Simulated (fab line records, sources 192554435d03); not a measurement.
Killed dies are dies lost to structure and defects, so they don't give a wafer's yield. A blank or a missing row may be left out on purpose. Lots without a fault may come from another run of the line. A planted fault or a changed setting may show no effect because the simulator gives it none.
fab line records | flow n5_finfet
record lots=5 wafers=15 last_day=19
route steps=1938 shown BEOL_M12@1604
lots that met no fault: from a run of the same line without faults
start_h: hours from the record's first day to the start of the lot's first wafer shown | wait_h: hours since the lot's step before | " the same as in the row above | L1.1+2: a row that stands for several wafers | - no value, or no start given | * or withheld: withheld | < > ~ a bound
route shown NAME@n: a module of which the file shows steps, and the number in the route of the first | usual: mean/standard deviation of fault-free wafers | same: alike in all rows | chamber/n: place in a boat | sites: the reading at each site | _std_site: their standard deviation | _edge_site: outer sites' mean less inner sites' | radius_mm: how far each site lies from the wafer's centre | mask NAME#n: copy n | behind: the tool/chamber that last shaped the wafer | hold: why the lot was held/for how many hours/how that ended | device: the transistor (n, p or np) that didn't switch | end of line: the same wafers' tests at the end of the route | a step without rows: its recipe alone | killed: dies lost to structure and defects at the first sort, not the wafer's yield | map: a wafer's dies, x killed, . not, _ none there
set.NAME: the setting as run; set.NAME@STEP: as run at that earlier step | model.NAME: the simulator's own value behind a step, which no gauge read
lots at some steps of the route; a table a step, a row a wafer
services: from which hour (start_h, from the record's first day; less than 0 if before it) a tool's chamber was out of use, for how many hours, and why
## steps
# step N5_BEOL_M12_COAT_58
# recipe resist=BARC temp_c=205 time_s=60 spin_rpm=1500 resist_thk_nm=89
# usual chill_plate_temp_C=23.01/0.11
# columns lot.wafer tool chamber start_h wait_h chill_plate_temp_C
L077.1 litho_track-02 0 255.55 0.0 23.04
L077.4 " 0 " " 23.13
L077.6 " 0 " " 23.07
L081.1 litho_track-03 0 295.88 0.0 23.02
L081.2 " 0 " " 23.03
L081.3 " 0 " " 23.06
L089.1 litho_track-02 0 351.96 0.0 23.09
L089.3 " 0 " " 22.86
L089.6 " 0 " " 22.95
L094.1 litho_track-05 0 392.37 0.0 23.07
L094.5 " 0 " " 23.19
L094.6 " 0 " " 23.14
L096.1 litho_track-02 0 407.74 0.0 23.11
L096.4 " 0 " " 23.13
L096.6 " 0 " " 22.95
# step N5_BEOL_M12_COAT_04
# recipe spin_rpm=1625 resist_thk_nm=400
# usual chill_plate_temp_C=23.00/0.09
# columns lot.wafer tool chamber start_h wait_h chill_plate_temp_C
L077.1 litho_track-02 0 - - 22.96
L077.4 " 0 " " 23.04
L077.6 " 0 " " 22.98
L081.1 litho_track-03 0 - - 23.06
L081.2 " 0 " " 22.99
L081.3 " 0 " " 23.01
L089.1 litho_track-02 0 - - 23.03
L089.3 " 0 " " 23.08
L089.6 " 0 " " 22.94
L094.1 litho_track-05 0 - - 23.10
L094.5 " 0 " " 23.10
L094.6 " 0 " " 23.18
L096.1 litho_track-02 0 - - 23.02
L096.4 " 0 " " 23.06
L096.6 " 0 " " 23.00
# step N5_BEOL_M12_EBR_06
# recipe solvent=PGMEA ebr_width_mm=1.5
# usual chill_plate_temp_C=23.01/0.11
# columns lot.wafer tool chamber start_h wait_h chill_plate_temp_C
L077.1 litho_track-02 0 - - 23.11
L077.4 " 0 " " 23.13
L077.6 " 0 " " 23.18
L081.1 litho_track-03 0 - - 23.09
L081.2 " 0 " " 23.08
L081.3 " 0 " " 23.15
L089.1 litho_track-02 0 - - 22.97
L089.3 " 0 " " 23.04
L089.6 " 0 " " 22.95
L094.1 litho_track-05 0 - - 22.80
L094.5 " 0 " " 22.88
L094.6 " 0 " " 23.00
L096.1 litho_track-02 0 - - 23.01
L096.4 " 0 " " 23.11
L096.6 " 0 " " 23.03
# step N5_BEOL_M12_SOFTBAKE_05
# recipe temp_c=130 time_s=60
# usual chill_plate_temp_C=22.99/0.1
# columns lot.wafer tool chamber start_h wait_h chill_plate_temp_C
L077.1 litho_track-02 0 - - 23.04
L077.4 " 0 " " 23.02
L077.6 " 0 " " 22.96
L081.1 litho_track-03 0 - - 23.12
L081.2 " 0 " " 23.02
L081.3 " 0 " " 23.03
L089.1 litho_track-02 0 - - 23.31
L089.3 " 0 " " 23.12
L089.6 " 0 " " 23.23
L094.1 litho_track-05 0 - - 22.82
L094.5 " 0 " " 22.94
L094.6 " 0 " " 23.00
L096.1 litho_track-02 0 - - 22.90
L096.4 " 0 " " 22.90
L096.6 " 0 " " 22.98
# step N5_BEOL_M12_EXPOSE_07
# recipe mask_id=V11 na=0.93 source_shape=conventional sigma_outer=0.6 polarization=unpolarized attpsm_phase_deg=180 dose_mj=32.5
# usual stage_vel_mm_s=500.00/0.24
# same na=0.93
# columns lot.wafer tool chamber start_h wait_h mask stage_vel_mm_s
L077.1 krf_scanner-02 0 255.65 - V11#0 500.24
L077.4 " 0 " " V11#0 500.03
L077.6 " 0 " " V11#0 500.08
L081.1 krf_scanner-02 0 296.10 - V11#0 499.48
L081.2 " 0 " " V11#0 499.94
L081.3 " 0 " " V11#0 500.17
L089.1 krf_scanner-01 0 352.06 - V11#0 499.78
L089.3 " 0 " " V11#0 499.88
L089.6 " 0 " " V11#0 499.65
L094.1 krf_scanner-02 0 392.47 - V11#0 499.65
L094.5 " 0 " " V11#0 500.25
L094.6 " 0 " " V11#0 499.72
L096.1 krf_scanner-01 0 407.97 - V11#0 500.02
L096.4 " 0 " " V11#0 500.23
L096.6 " 0 " " V11#0 499.88
# step N5_BEOL_M12_PEB_08
# recipe peb_temp_c=130 peb_time_s=90
# usual chill_plate_temp_C=23.02/0.1
# same peb_time_s=90
# columns lot.wafer tool chamber start_h wait_h chill_plate_temp_C
L077.1 litho_track-03 0 255.71 0.1 22.86
L077.4 " 0 " " 23.14
L077.6 " 0 " " 22.88
L081.1 litho_track-03 0 296.16 0.1 22.97
L081.2 " 0 " " 23.04
L081.3 " 0 " " 23.09
L089.1 litho_track-05 0 352.12 0.1 23.00
L089.3 " 0 " " 22.98
L089.6 " 0 " " 22.97
L094.1 litho_track-03 0 392.53 0.1 22.95
L094.5 " 0 " " 23.01
L094.6 " 0 " " 23.01
L096.1 litho_track-02 0 408.03 0.1 22.97
L096.4 " 0 " " 22.91
L096.6 " 0 " " 22.89
# step N5_BEOL_M12_DEVELOP_09
# recipe develop_time_s=45 rinse_liquid=diw dry=air_spin dev_temp_c=21
# usual chill_plate_temp_C=22.99/0.1
# columns lot.wafer tool chamber start_h wait_h chill_plate_temp_C
L077.1 litho_track-03 0 - - 23.15
L077.4 " 0 " " 23.07
L077.6 " 0 " " 23.06
L081.1 litho_track-03 0 - - 23.04
L081.2 " 0 " " 22.99
L081.3 " 0 " " 23.06
L089.1 litho_track-05 0 - - 22.87
L089.3 " 0 " " 22.76
L089.6 " 0 " " 23.01
L094.1 litho_track-03 0 - - 22.98
L094.5 " 0 " " 23.14
L094.6 " 0 " " 22.87
L096.1 litho_track-02 0 - - 22.98
L096.4 " 0 " " 22.95
L096.6 " 0 " " 23.15
# step N5_BEOL_M12_HARDBAKE_14
# recipe temp_c=130 time_s=120
# usual chill_plate_temp_C=23.02/0.11
# columns lot.wafer tool chamber start_h wait_h chill_plate_temp_C
L077.1 litho_track-03 0 - - 23.05
L077.4 " 0 " " 23.16
L077.6 " 0 " " 23.15
L081.1 litho_track-03 0 - - 22.95
L081.2 " 0 " " 22.99
L081.3 " 0 " " 22.93
L089.1 litho_track-05 0 - - 22.98
L089.3 " 0 " " 22.88
L089.6 " 0 " " 22.89
L094.1 litho_track-03 0 - - 22.89
L094.5 " 0 " " 22.86
L094.6 " 0 " " 22.89
L096.1 litho_track-02 0 - - 23.22
L096.4 " 0 " " 23.01
L096.6 " 0 " " 23.22
# step N5_BEOL_M12_CD_MEAS_10
# recipe target_cd_nm=140 landing_energy_ev=500 detector=se_inlens polarity=opening
# usual cd_nm=140.2/1.2
# columns lot.wafer tool chamber start_h wait_h cd_nm
L077.1 cd_sem-02 0 255.82 - 139.4
L077.4 " 0 " " 139.4
L077.6 " 0 " " 139.0
L081.1 cd_sem-01 0 296.27 - 138.3
L081.2 " 0 " " 139.0
L081.3 " 0 " " 140.0
L089.1 cd_sem-03 0 352.24 - 141.2
L089.3 " 0 " " 140.0
L089.6 " 0 " " 141.4
L094.1 cd_sem-01 0 392.64 - 138.3
L094.5 " 0 " " 140.4
L094.6 " 0 " " 139.5
L096.1 cd_sem-01 0 408.14 - 141.4
L096.4 " 0 " " 138.7
L096.6 " 0 " " 139.4
# step N5_BEOL_M12_OVL_MEAS_11
# recipe points_per_wafer=44
# usual V11_OVL=3/4.9
# same points_per_wafer=44
# columns lot.wafer tool chamber start_h wait_h V11_OVL[nm]
L077.1 overlay-02 0 255.85 0.0 1
L077.4 " 0 " " 6
L077.6 " 0 " " 2
L081.1 overlay-01 0 296.30 0.0 0
L081.2 " 0 " " -6
L081.3 " 0 " " 9
L089.1 overlay-02 0 352.27 0.0 3
L089.3 " 0 " " 2
L089.6 " 0 " " 11
L094.1 overlay-02 0 392.67 0.0 12
L094.5 " 0 " " 12
L094.6 " 0 " " 7
L096.1 overlay-02 0 408.17 0.0 1
L096.4 " 0 " " 10
L096.6 " 0 " " 13
# step N5_BEOL_M12_INSPECT_12
# recipe mode=adi inspect_instrument=macro
# usual raw_defect_count=2/1.5
# columns lot.wafer tool chamber start_h wait_h raw_defect_count
L077.1 defect_inspect-02 - 255.88 0.0 1
L077.4 " - " " 4
L077.6 " - " " 4
L081.1 defect_inspect-02 - 296.33 0.0 2
L081.2 " - " " 0
L081.3 " - " " 0
L089.1 defect_inspect-02 - 352.29 0.0 3
L089.3 " - " " 1
L089.6 " - " " 1
L094.1 defect_inspect-02 - 392.70 0.0 3
L094.5 " - " " 1
L094.6 " - " " 3
L096.1 defect_inspect-02 - 408.20 0.0 0
L096.4 " - " " 3
L096.6 " - " " 1
# step N5_BEOL_M12_DESCUM_15
# recipe chemistry=O2 time_s=7.9 source_power_w=50 bias_power_w=20 pressure_mtorr=20 rf_frequency_hz=2.712e+07 temp_c=40 o2_flow_sccm=225
# usual drypump_motor_current_A=5.5/0.31 oes_product_au=0.83/0.083 rf_vpp_V=243.4/1.4 showerhead_plenum_p_Torr=2.11/0.081 throttle_valve_pct=20.29/0.26
# columns lot.wafer tool chamber start_h wait_h drypump_motor_current_A oes_product_au rf_hours_counter_h rf_vpp_V showerhead_plenum_p_Torr throttle_valve_pct
L077.1 rie_diel-01 3 256.12 0.2 5.2 0.84 61 242.3 2.02 20.16
L077.4 " 3 " " 5.2 0.85 - 242.0 2.02 20.15
L077.6 " 0 " " 5.4 0.69 - 243.6 2.14 20.39
L081.1 rie_diel-03 2 296.36 0.0 4.9 0.85 59 244.3 2.22 20.56
L081.2 " 1 " " 5.8 0.91 19 245.1 2.14 20.41
L081.3 " 3 " " 5.4 0.81 95 243.1 2.14 20.67
L089.1 rie_diel-03 0 352.47 0.2 5.8 0.86 64 242.1 2.12 19.91
L089.3 " 1 " " 5.8 0.87 39 245.0 2.14 20.43
L089.6 " 3 " " 5.4 0.78 - 242.8 2.13 20.70
L094.1 rie_diel-03 2 392.73 0.0 4.9 0.82 87 244.1 2.21 20.59
L094.5 " 0 " " 5.8 0.83 - 243.2 2.11 19.93
L094.6 " 3 " " 5.4 0.77 - 243.6 2.13 20.72
L096.1 rie_diel-01 2 408.23 0.0 5.8 0.95 5 245.7 2.23 20.20
L096.4 " 3 " " 5.3 0.78 122 241.7 2.00 20.23
L096.6 " 2 " " 5.8 0.96 - 243.9 2.23 20.19
# step N5_BEOL_M12_ETCH_59
# recipe chemistry=N2/H2 target=BARC target_depth_a=890 overetch_a=267 time_s=67.9 ion_energy_ev=200 pressure_mtorr=30 source_w=840 bias_w=150 n2_flow_sccm=200 h2_flow_sccm=200
# usual drypump_motor_current_A=5.5/0.3 oes_product_au=0.71/0.064 rf_vpp_V=524.6/2.7 showerhead_plenum_p_Torr=2.57/0.094 throttle_valve_pct=17.74/0.23
# columns lot.wafer tool chamber start_h wait_h drypump_motor_current_A oes_product_au rf_hours_counter_h rf_vpp_V showerhead_plenum_p_Torr throttle_valve_pct
L077.1 rie_diel-01 3 256.15 0.0 5.2 0.70 61 524.5 2.46 17.57
L077.4 " 3 " " 5.3 0.72 - 522.6 2.46 17.57
L077.6 " 0 " " 5.3 0.60 - 526.8 2.61 18.01
L081.1 rie_diel-03 2 296.40 0.0 4.9 0.72 59 528.6 2.69 17.92
L081.2 " 1 " " 5.8 0.78 19 526.2 2.60 17.83
L081.3 " 3 " " 5.4 0.68 95 525.0 2.56 17.93
L089.1 rie_diel-03 0 352.51 0.0 5.8 0.71 64 525.3 2.59 17.46
L089.3 " 1 " " 5.8 0.75 39 525.1 2.59 17.87
L089.6 " 3 " " 5.4 0.67 - 524.2 2.56 17.96
L094.1 rie_diel-03 2 392.77 0.0 4.9 0.70 87 527.8 2.68 17.98
L094.5 " 0 " " 5.8 0.69 - 523.7 2.58 17.48
L094.6 " 3 " " 5.4 0.66 - 524.1 2.55 17.98
L096.1 rie_diel-01 2 408.26 0.0 5.8 0.81 5 529.7 2.71 17.57
L096.4 " 3 " " 5.3 0.66 122 521.6 2.44 17.67
L096.6 " 2 " " 5.8 0.81 - 528.6 2.71 17.61
# step N5_BEOL_M12_VIA_ETCH_16
# recipe chemistry=C4F8/O2/Ar target=SiOC pressure_mtorr=30 source_w=3000 bias_w=700 Ar_flow_sccm=400 C4F8_flow_sccm=15 O2_flow_sccm=8 he_inner_torr=15 he_outer_torr=30 target_depth_a=7248 time_s=withheld ion_energy_ev=250 ends=cleared
# usual drypump_motor_current_A=5.5/0.3 oes_product_au=0.75/0.074 rf_vpp_V=666/3.3 showerhead_plenum_p_Torr=3.45/0.13 throttle_valve_pct=24.05/0.25
# columns lot.wafer tool chamber start_h wait_h drypump_motor_current_A oes_product_au rf_vpp_V showerhead_plenum_p_Torr throttle_valve_pct
L077.1 rie_diel-01 3 256.20 0.0 5.2 0.76 664 3.30 23.90
L077.4 " 3 " " 5.3 0.76 662 3.30 23.89
L077.6 " 0 " " 5.3 0.62 670 3.50 24.18
L081.1 rie_diel-03 2 296.45 0.0 4.9 0.78 670 3.63 24.39
L081.2 " 1 " " 5.9 0.84 668 3.52 24.35
L081.3 " 3 " " 5.4 0.73 667 3.42 24.11
L089.1 rie_diel-03 0 352.56 0.0 5.8 0.76 665 3.46 23.69
L089.3 " 1 " " 5.8 0.80 668 3.51 24.35
L089.6 " 3 " " 5.4 0.71 666 3.41 24.15
L094.1 rie_diel-03 2 392.82 0.0 4.9 0.75 670 3.61 24.43
L094.5 " 0 " " 5.8 0.75 665 3.45 23.71
L094.6 " 3 " " 5.4 0.70 665 3.40 24.15
L096.1 rie_diel-01 2 408.32 0.0 5.8 0.85 671 3.63 24.06
L096.4 " 3 " " 5.2 0.70 662 3.27 23.96
L096.6 " 2 " " 5.8 0.87 671 3.63 24.06
# step N5_BEOL_M12_STRIP_63
# recipe chemistry=N2/H2 power_w=1000 temp_c=250 h2_frac=0.65 overash_fraction=0.3 pressure_mtorr=1000 n2_flow_sccm=1750 h2_flow_sccm=3250
# usual drypump_motor_current_A=6.0/0.6 heater_power_w=336/27 oes_product_au=0.693/0.0043 strip_time_to_endpoint_s=42.4/0.93
# columns lot.wafer tool chamber start_h wait_h drypump_motor_current_A heater_power_w oes_product_au rf_hours_counter_h strip_time_to_endpoint_s
L077.1 plasma_asher-01 0 256.40 - 5.3 295 0.694 63 41.4
L077.4 " 0 " " 5.3 295 0.688 - 40.9
L077.6 " 1 " " 6.6 336 0.695 - 41.2
L081.1 plasma_asher-02 0 296.65 - 5.7 360 0.689 140 41.5
L081.2 " 1 " " 6.7 360 0.696 140 40.9
L081.3 " 0 " " 5.6 365 0.693 - 42.2
L089.1 plasma_asher-01 0 352.76 - 5.3 306 0.698 83 42.8
L089.3 " 1 " " 6.6 340 0.688 - 42.1
L089.6 " 1 " " 6.6 330 0.691 - 41.6
L094.1 plasma_asher-01 1 393.02 - 6.6 342 0.689 94 41.7
L094.5 " 1 " " 6.6 334 0.698 - 42.1
L094.6 " 0 " " 5.3 305 0.690 - 42.0
L096.1 plasma_asher-02 1 408.57 - 6.7 360 0.699 157 42.6
L096.4 " 1 " " 6.7 358 0.697 - 41.9
L096.6 " 1 " " 6.7 353 0.687 - 40.8
# step N5_BEOL_M12_STRIP_64
# recipe chemistry=N2/H2 power_w=1000 temp_c=250 h2_frac=0.65 overash_fraction=0.3 pressure_mtorr=withheld n2_flow_sccm=1750 h2_flow_sccm=3250
# usual drypump_motor_current_A=6.1/0.6 heater_power_w=336/26 oes_product_au=0.715/0.0048 strip_time_to_endpoint_s=31.34/0.073
# columns lot.wafer tool chamber start_h wait_h drypump_motor_current_A heater_power_w oes_product_au rf_hours_counter_h strip_time_to_endpoint_s
L077.1 plasma_asher-01 0 256.46 0.0 5.3 292 0.717 63 31.32
L077.4 " 0 " " 5.3 296 0.720 - 31.33
L077.6 " 1 " " 6.6 338 0.705 - 31.32
L081.1 plasma_asher-02 0 296.71 0.0 5.6 374 0.718 140 31.44
L081.2 " 1 " " 6.7 350 0.715 140 31.45
L081.3 " 0 " " 5.7 367 0.716 - 31.42
L089.1 plasma_asher-01 0 352.82 0.0 5.3 297 0.716 83 31.27
L089.3 " 1 " " 6.6 341 0.704 - 31.34
L089.6 " 1 " " 6.6 332 0.718 - 31.36
L094.1 plasma_asher-01 1 393.08 0.0 6.6 325 0.712 94 31.41
L094.5 " 1 " " 6.6 331 0.711 - 31.38
L094.6 " 0 " " 5.3 292 0.719 - 31.48
L096.1 plasma_asher-02 1 408.63 0.0 6.7 348 0.709 157 31.45
L096.4 " 1 " " 6.7 353 0.715 - 31.42
L096.6 " 1 " " 6.7 349 0.703 - 31.39
# step N5_BEOL_M12_STRIP_71
# recipe chemistry=post_etch_residue_remover time_s=60 temp_c=25 remover_ph=withheld remover_water_wt_pct=withheld remover_fluoride_wt_pct=withheld
# columns lot.wafer tool chamber start_h wait_h
L077.1+4+6 wet_bench-05 4,7,2 256.55 0.1
L081.1+2+3 wet_bench-06 7,6,5 296.79 0.1
L089.1+3+6 wet_bench-01 4,3,7 352.91 0.1
L094.1+5+6 wet_bench-05 1,0,3 393.17 0.1
L096.1+4+6 wet_bench-01 1,0,5 408.72 0.1
# step N5_BEOL_M12_SRD_72
# recipe time_s=30 temp_c=23 rinse_liquid=diw dry=n2_spin spin_rpm=1500 dry_time_s=30
# columns lot.wafer tool chamber start_h wait_h
L077.1+4+6 wet_bench-05 4,7,2 256.57 0.0
L081.1+2+3 wet_bench-06 7,6,5 296.81 0.0
L089.1+3+6 wet_bench-01 4,3,7 352.93 0.0
L094.1+5+6 wet_bench-05 1,0,3 393.19 0.0
L096.1+4+6 wet_bench-01 1,0,5 408.74 0.0
# step N5_BEOL_M12_CD_MEAS_17
# recipe target_cd_nm=140 polarity=opening
# usual cd_nm=140.3/1.3
# columns lot.wafer tool chamber start_h wait_h cd_nm
L077.1 cd_sem-02 - 256.61 0.0 139.2
L077.4 " - " " 139.4
L077.6 " - " " 139.2
L081.1 cd_sem-02 - 296.85 0.0 139.1
L081.2 " - " " 139.5
L081.3 " - " " 140.4
L089.1 cd_sem-03 - 352.97 0.0 140.6
L089.3 " - " " 139.6
L089.6 " - " " 141.3
L094.1 cd_sem-03 - 393.23 0.0 138.5
L094.5 " - " " 141.2
L094.6 " - " " 140.2
L096.1 cd_sem-03 - 408.78 0.0 143.6
L096.4 " - " " 140.3
L096.6 " - " " 140.1
# step N5_BEOL_M12_COAT_65
# recipe resist=SOC temp_c=250 time_s=60 spin_rpm=1500 resist_thk_nm=300
# usual chill_plate_temp_C=22.99/0.11
# columns lot.wafer tool chamber start_h wait_h chill_plate_temp_C
L077.1 litho_track-02 0 256.65 0.0 22.96
L077.4 " 0 " " 22.86
L077.6 " 0 " " 22.86
L081.1 litho_track-03 0 296.89 0.0 22.91
L081.2 " 0 " " 22.92
L081.3 " 0 " " 22.68
L089.1 litho_track-02 0 353.00 0.0 23.10
L089.3 " 0 " " 22.99
L089.6 " 0 " " 23.19
L094.1 litho_track-05 0 393.27 0.0 22.98
L094.5 " 0 " " 22.92
L094.6 " 0 " " 22.90
L096.1 litho_track-03 0 408.81 0.0 22.80
L096.4 " 0 " " 22.86
L096.6 " 0 " " 22.84
# step N5_BEOL_M12_COAT_66
# recipe resist=SiARC temp_c=220 time_s=60 spin_rpm=1500 resist_thk_nm=110
# usual chill_plate_temp_C=22.98/0.1
# columns lot.wafer tool chamber start_h wait_h chill_plate_temp_C
L077.1 litho_track-02 0 - - 23.06
L077.4 " 0 " " 23.06
L077.6 " 0 " " 23.05
L081.1 litho_track-03 0 - - 22.94
L081.2 " 0 " " 22.94
L081.3 " 0 " " 22.97
L089.1 litho_track-02 0 - - 23.03
L089.3 " 0 " " 23.11
L089.6 " 0 " " 22.88
L094.1 litho_track-05 0 - - 23.12
L094.5 " 0 " " 22.99
L094.6 " 0 " " 22.84
L096.1 litho_track-03 0 - - 23.15
L096.4 " 0 " " 23.11
L096.6 " 0 " " 23.00
# step N5_BEOL_M12_COAT_22
# recipe spin_rpm=2888 resist_thk_nm=300
# usual chill_plate_temp_C=23.00/0.1
# columns lot.wafer tool chamber start_h wait_h chill_plate_temp_C
L077.1 litho_track-02 0 - - 23.01
L077.4 " 0 " " 23.05
L077.6 " 0 " " 23.04
L081.1 litho_track-03 0 - - 23.01
L081.2 " 0 " " 23.02
L081.3 " 0 " " 23.15
L089.1 litho_track-02 0 - - 22.85
L089.3 " 0 " " 22.86
L089.6 " 0 " " 23.04
L094.1 litho_track-05 0 - - 23.12
L094.5 " 0 " " 22.94
L094.6 " 0 " " 22.94
L096.1 litho_track-03 0 - - 22.86
L096.4 " 0 " " 22.90
L096.6 " 0 " " 22.82
# step N5_BEOL_M12_EBR_24
# recipe solvent=PGMEA ebr_width_mm=1.5
# usual chill_plate_temp_C=23.01/0.095
# columns lot.wafer tool chamber start_h wait_h chill_plate_temp_C
L077.1 litho_track-02 0 - - 23.01
L077.4 " 0 " " 23.06
L077.6 " 0 " " 22.92
L081.1 litho_track-03 0 - - 22.98
L081.2 " 0 " " 22.97
L081.3 " 0 " " 22.82
L089.1 litho_track-02 0 - - 22.95
L089.3 " 0 " " 22.90
L089.6 " 0 " " 22.96
L094.1 litho_track-05 0 - - 23.18
L094.5 " 0 " " 23.04
L094.6 " 0 " " 22.97
L096.1 litho_track-03 0 - - 23.00
L096.4 " 0 " " 23.01
L096.6 " 0 " " 23.09
# step N5_BEOL_M12_SOFTBAKE_23
# recipe temp_c=130 time_s=60
# usual chill_plate_temp_C=23.00/0.11
# columns lot.wafer tool chamber start_h wait_h chill_plate_temp_C
L077.1 litho_track-02 0 - - 22.81
L077.4 " 0 " " 22.75
L077.6 " 0 " " 22.79
L081.1 litho_track-03 0 - - 23.00
L081.2 " 0 " " 23.07
L081.3 " 0 " " 23.06
L089.1 litho_track-02 0 - - 23.13
L089.3 " 0 " " 23.07
L089.6 " 0 " " 22.99
L094.1 litho_track-05 0 - - 23.03
L094.5 " 0 " " 23.17
L094.6 " 0 " " 23.06
L096.1 litho_track-03 0 - - 22.96
L096.4 " 0 " " 22.89
L096.6 " 0 " " 22.91
# step N5_BEOL_M12_EXPOSE_25
# recipe mask_id=M12 na=0.93 source_shape=conventional sigma_outer=0.4 polarization=unpolarized dose_mj=21.8
# usual stage_vel_mm_s=499.97/0.23
# same na=0.93
# columns lot.wafer tool chamber start_h wait_h mask stage_vel_mm_s
L077.1 krf_scanner-01 0 256.89 - M12#0 499.47
L077.4 " 0 " " M12#0 499.94
L077.6 " 0 " " M12#0 500.00
L081.1 krf_scanner-01 0 297.13 - M12#0 500.10
L081.2 " 0 " " M12#0 500.19
L081.3 " 0 " " M12#0 500.12
L089.1 krf_scanner-02 0 353.25 - M12#0 500.16
L089.3 " 0 " " M12#0 500.17
L089.6 " 0 " " M12#0 500.04
L094.1 krf_scanner-02 0 393.51 - M12#0 499.82
L094.5 " 0 " " M12#0 499.97
L094.6 " 0 " " M12#0 500.29
L096.1 krf_scanner-02 0 408.93 - M12#0 500.17
L096.4 " 0 " " M12#0 500.16
L096.6 " 0 " " M12#0 500.49
# step N5_BEOL_M12_PEB_26
# recipe peb_temp_c=130 peb_time_s=90
# usual chill_plate_temp_C=23.01/0.12
# same peb_time_s=90
# columns lot.wafer tool chamber start_h wait_h chill_plate_temp_C
L077.1 litho_track-02 0 256.95 0.1 22.87
L077.4 " 0 " " 22.77
L077.6 " 0 " " 22.92
L081.1 litho_track-05 0 297.19 0.1 22.84
L081.2 " 0 " " 22.98
L081.3 " 0 " " 22.85
L089.1 litho_track-05 0 353.30 0.1 23.02
L089.3 " 0 " " 22.95
L089.6 " 0 " " 23.11
L094.1 litho_track-03 0 393.57 0.1 23.03
L094.5 " 0 " " 22.86
L094.6 " 0 " " 23.07
L096.1 litho_track-02 0 408.99 0.1 22.95
L096.4 " 0 " " 22.92
L096.6 " 0 " " 22.99
# step N5_BEOL_M12_DEVELOP_27
# recipe develop_time_s=45 rinse_liquid=diw dry=air_spin dev_temp_c=21
# usual chill_plate_temp_C=23.01/0.11
# columns lot.wafer tool chamber start_h wait_h chill_plate_temp_C
L077.1 litho_track-02 0 - - 22.98
L077.4 " 0 " " 23.00
L077.6 " 0 " " 22.91
L081.1 litho_track-05 0 - - 23.01
L081.2 " 0 " " 22.92
L081.3 " 0 " " 23.10
L089.1 litho_track-05 0 - - 22.96
L089.3 " 0 " " 22.94
L089.6 " 0 " " 22.89
L094.1 litho_track-03 0 - - 23.04
L094.5 " 0 " " 23.20
L094.6 " 0 " " 23.01
L096.1 litho_track-02 0 - - 22.97
L096.4 " 0 " " 23.01
L096.6 " 0 " " 22.95
# step N5_BEOL_M12_HARDBAKE_32
# recipe temp_c=130 time_s=120
# usual chill_plate_temp_C=22.99/0.1
# columns lot.wafer tool chamber start_h wait_h chill_plate_temp_C
L077.1 litho_track-02 0 - - 22.90
L077.4 " 0 " " 22.97
L077.6 " 0 " " 22.94
L081.1 litho_track-05 0 - - 23.15
L081.2 " 0 " " 23.07
L081.3 " 0 " " 23.13
L089.1 litho_track-05 0 - - 23.05
L089.3 " 0 " " 23.02
L089.6 " 0 " " 22.93
L094.1 litho_track-03 0 - - 23.05
L094.5 " 0 " " 23.07
L094.6 " 0 " " 22.91
L096.1 litho_track-02 0 - - 23.11
L096.4 " 0 " " 23.08
L096.6 " 0 " " 22.97
# step N5_BEOL_M12_CD_MEAS_28
# recipe target_cd_nm=160.2 landing_energy_ev=500 detector=se_inlens polarity=opening
# usual cd_nm=160.3/1.6
# columns lot.wafer tool chamber start_h wait_h cd_nm
L077.1 cd_sem-01 0 257.06 - 162.4
L077.4 " 0 " " 160.7
L077.6 " 0 " " 161.0
L081.1 cd_sem-03 0 297.30 - 160.0
L081.2 " 0 " " 159.9
L081.3 " 0 " " 160.5
L089.1 cd_sem-02 0 353.42 - 162.5
L089.3 " 0 " " 163.0
L089.6 " 0 " " 162.6
L094.1 cd_sem-01 0 393.68 - 159.0
L094.5 " 0 " " 156.9
L094.6 " 0 " " 156.1
L096.1 cd_sem-02 0 409.10 - 159.2
L096.4 " 0 " " 162.1
L096.6 " 0 " " 159.9
# step N5_BEOL_M12_OVL_MEAS_29
# recipe points_per_wafer=44
# usual M12_OVL=1/5.6
# same points_per_wafer=44
# columns lot.wafer tool chamber start_h wait_h M12_OVL[nm]
L077.1 overlay-02 0 257.09 0.0 5
L077.4 " 0 " " -4
L077.6 " 0 " " -1
L081.1 overlay-01 0 297.34 0.0 -1
L081.2 " 0 " " 0
L081.3 " 0 " " -4
L089.1 overlay-02 0 353.45 0.0 5
L089.3 " 0 " " -2
L089.6 " 0 " " 18
L094.1 overlay-02 0 393.71 0.0 2
L094.5 " 0 " " -3
L094.6 " 0 " " -2
L096.1 overlay-01 0 409.13 0.0 3
L096.4 " 0 " " 2
L096.6 " 0 " " 2
# step N5_BEOL_M12_INSPECT_30
# recipe mode=adi inspect_instrument=macro
# usual raw_defect_count=2.1/1.5
# columns lot.wafer tool chamber start_h wait_h raw_defect_count
L077.1 defect_inspect-01 - 257.12 0.0 2
L077.4 " - " " 0
L077.6 " - " " 1
L081.1 defect_inspect-02 - 297.36 0.0 2
L081.2 " - " " 1
L081.3 " - " " 3
L089.1 defect_inspect-02 - 353.47 0.0 1
L089.3 " - " " 2
L089.6 " - " " 6
L094.1 defect_inspect-02 - 393.74 0.0 3
L094.5 " - " " 4
L094.6 " - " " 3
L096.1 defect_inspect-01 - 409.16 0.0 2
L096.4 " - " " 3
L096.6 " - " " 3
## services
# columns tool chamber start_h hours kind
rie_diel-01 3 236.72 4.0 repair
krf_scanner-02 - 247.92 1.8 repair
rie_diel-01 1 259.55 - clean
rie_diel-01 1 259.55 - consumable_replace:focus_ring
rie_diel-01 1 259.55 - consumable_replace:showerhead
rie_diel-01 1 259.55 32.3 scheduled_down
rie_diel-01 1 259.55 32.3 vent_cycle
krf_scanner-02 - 269.82 1.0 pm
krf_scanner-01 - 271.35 1.3 pm
krf_scanner-02 - 273.73 0.8 pm
krf_scanner-01 - 276.15 0.8 pm
rie_diel-03 0 285.15 18.7 repair
krf_scanner-02 - 291.61 0.5 repair
rie_diel-01 0 291.88 - clean
krf_scanner-01 - 298.25 18.3 repair
plasma_asher-01 - 300.37 4.0 repair
krf_scanner-01 - 316.56 1.0 pm
rie_diel-03 2 360.21 3.0 repair
krf_scanner-02 - 368.28 1.3 pm
plasma_asher-02 - 371.90 14.6 pm
plasma_asher-02 - 386.50 2.8 pm
plasma_asher-02 - 403.44 0.7 repair
rie_diel-03 - 404.61 0.9 repair
plasma_asher-01 - 405.21 15.6 pm
## key
fault none
